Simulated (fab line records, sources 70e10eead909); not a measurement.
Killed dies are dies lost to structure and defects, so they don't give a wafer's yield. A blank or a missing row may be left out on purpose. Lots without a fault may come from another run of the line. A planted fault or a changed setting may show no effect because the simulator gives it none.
Which tool did it? | flow nand_harc | 12 lots, 36 wafers sampled, at 4 steps of a route of 1159

WHAT THE GAUGES READ, wafer by wafer
NHARC_A_CONTACT_OVL_MEAS_70.
lot  | measured     | on         | overlay_x_nm (nm)
L076 | day 16 23:26 | overlay-02 | -0.5 -0.6 -0.3
L077 | day 17 07:28 | overlay-02 | 0.2 1.0 1.1
L079 | day 17 14:29 | overlay-02 | 1.5 0.8 1.3
L084 | day 18 19:48 | overlay-01 | 0.4 0.6 0.4
L083 | day 18 22:09 | overlay-02 | -0.1 -0.6 -0.4
L087 | day 19 21:22 | overlay-01 | 0.8 0.3 0.9
L089 | day 20 06:53 | overlay-02 | 0.3 0.7 0.1
L088 | day 20 10:41 | overlay-02 | -0.7 -1.1 -0.5
L090 | day 20 17:28 | overlay-01 | -0.9 -1.1 -1.1
L093 | day 21 04:13 | overlay-02 | -1.2 -1.6 -1.2
L095 | day 21 18:11 | overlay-02 | 0.9 0.9 1.1
L097 | day 22 12:22 | overlay-01 | -0.8 -1.2 -0.8

WHICH TOOL RAN EACH LOT (tool, then ch and the chambers of the sampled wafers, then the start)
lot  | NHARC_A_CONTACT_ETCH_50                       | NHARC_A_CONTACT_ETCH_114             | NHARC_A_CONTACT_ETCH_122
L076 | rie_diel-04 ch 2,3, day 16 18:12 or earlier   | har_cap_etch-01 ch 0,1, day 16 18:12 | har_cap_etch-01 ch 0,1, day 16 18:56
L077 | rie_diel-05 ch 0,2, day 17 00:23 or earlier   | har_cap_etch-03 ch 0,1, day 17 00:23 | har_cap_etch-03 ch 0,1, day 17 01:21
L079 | rie_diel-07 ch 0,2,3, day 17 09:07 or earlier | har_cap_etch-01 ch 0,1, day 17 09:07 | har_cap_etch-01 ch 0,1, day 17 09:51
L084 | rie_diel-04 ch 0,1,3, day 18 14:07 or earlier | har_cap_etch-03 ch 0,1, day 18 14:07 | har_cap_etch-03 ch 0,1, day 18 14:51
L083 | rie_diel-04 ch 0,1, day 18 16:37 or earlier   | har_cap_etch-01 ch 0,1, day 18 16:37 | har_cap_etch-01 ch 0,1, day 18 17:21
L087 | rie_diel-04 ch 0,1,2, day 19 16:02 or earlier | har_cap_etch-02 ch 0,1, day 19 16:02 | har_cap_etch-02 ch 0,1, day 19 16:46
L089 | rie_diel-07 ch 0,2,3, day 20 00:22 or earlier | har_cap_etch-01 ch 0,1, day 20 00:22 | har_cap_etch-01 ch 0,1, day 20 01:06
L088 | rie_diel-04 ch 0,2,3, day 20 04:31 or earlier | har_cap_etch-03 ch 0, day 20 04:31   | har_cap_etch-03 ch 0, day 20 05:29
L090 | rie_diel-04 ch 0,1,3, day 20 09:52 or earlier | har_cap_etch-02 ch 0,1, day 20 09:52 | har_cap_etch-02 ch 0,1, day 20 10:35
L093 | rie_diel-07 ch 0,1,2, day 20 20:07 or earlier | har_cap_etch-02 ch 0,1, day 20 20:07 | har_cap_etch-02 ch 0,1, day 20 20:50
L095 | rie_diel-07 ch 0,1,3, day 21 13:01 or earlier | har_cap_etch-03 ch 0,1, day 21 13:01 | har_cap_etch-03 ch 0,1, day 21 13:44
L097 | rie_diel-05 ch 2,3, day 22 06:56 or earlier   | har_cap_etch-01 ch 0,1, day 22 06:56 | har_cap_etch-01 ch 0,1, day 22 07:40
- NHARC_A_CONTACT_ETCH_50: etches the open film in CF4/CHF3, target depth 84.7 nm, time 42.4 s.
- NHARC_A_CONTACT_ETCH_114: etches the open film in C4F8/O2/Ar, time 94 s, target depth 922 nm.
- NHARC_A_CONTACT_ETCH_122: etches the open film in C4F8/O2/Ar, time 95 s, target depth 930 nm.

THE ANSWER, worked out from the rows above alone
Rule: what is usual is taken from the lots themselves. Put in order of their means at a reading, lots are off if they are a third of the lots or fewer, leave a main group of 4 or more, and stand apart from it by a gap of 3 or more times the standard deviation of the main group's means; of several such gaps the widest counts. A main group whose means are all the same, to the digits that the tables above print for the reading, isn't used. A lot without any number at a reading at which 4 lots or more have one is off too. The other lots that the step has rows for count as sound.
No lot is off at any reading shown: from this, nothing can be told.

WHAT THE SIMULATOR HAD PUT IN
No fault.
